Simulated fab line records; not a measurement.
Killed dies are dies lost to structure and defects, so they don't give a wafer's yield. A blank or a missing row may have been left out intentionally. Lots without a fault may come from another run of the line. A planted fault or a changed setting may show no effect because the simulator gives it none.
Which of the tools did it? -- flow n5 finfet -- route of 1938 steps, sampled at 1 step: 11 lots, 32 wafers

WHAT THE GAUGES READ, wafer by wafer
N5_BEOL_M5_THK_MEAS_01.
lot,measured,on,M5_ILD_THK (nm)
L833,day 8 17:05,film metro-02,120.0 121.0 120.8
L832,day 8 19:43,film metro-01,120.2 123.2 122.9
L834,day 8 22:36,film metro-01,118.7 121.1 119.6
L836,day 9 14:19,film metro-02,121.5 122.2 121.5
L837,day 9 23:47,film metro-01,118.5 121.5
L838,day 10 03:18,film metro-02,119.8 122.4 123.7
L841,day 10 23:54,film metro-01,120.7 121.3 121.0
L840,day 11 06:19,film metro-02,118.6 119.5 120.3
L846,day 12 02:59,film metro-02,118.9 119.5 122.3
L851,day 13 14:11,film metro-01,120.4 121.5 121.3
L852,day 13 21:51,film metro-02,122.1 121.3 123.4

EACH LOT AND THE TOOL THAT RAN IT (in order: tool; ch and the chambers of the sampled wafers; start)
Record: no process step prior to these readings.

THE ANSWER, worked out from the rows above alone
Rule: what is usual is taken from the lots themselves. The widest of any qualifying gaps counts: lots, ordered by their means at a reading, are off when they make up no more than a third of the lots, leave a main group of 4 or more, and stand apart from it by 3 or more times the standard deviation of that group's means. If all means in a main group match to the digits the tables above print for the reading, that group is not used. Also off: a lot with no number at a reading for which 4 or more lots have one. Any other lot the step has rows for is counted as sound.
No lot is off on any of the readings shown, so nothing can be concluded from this.

WHAT THE SIMULATOR HAD PUT IN
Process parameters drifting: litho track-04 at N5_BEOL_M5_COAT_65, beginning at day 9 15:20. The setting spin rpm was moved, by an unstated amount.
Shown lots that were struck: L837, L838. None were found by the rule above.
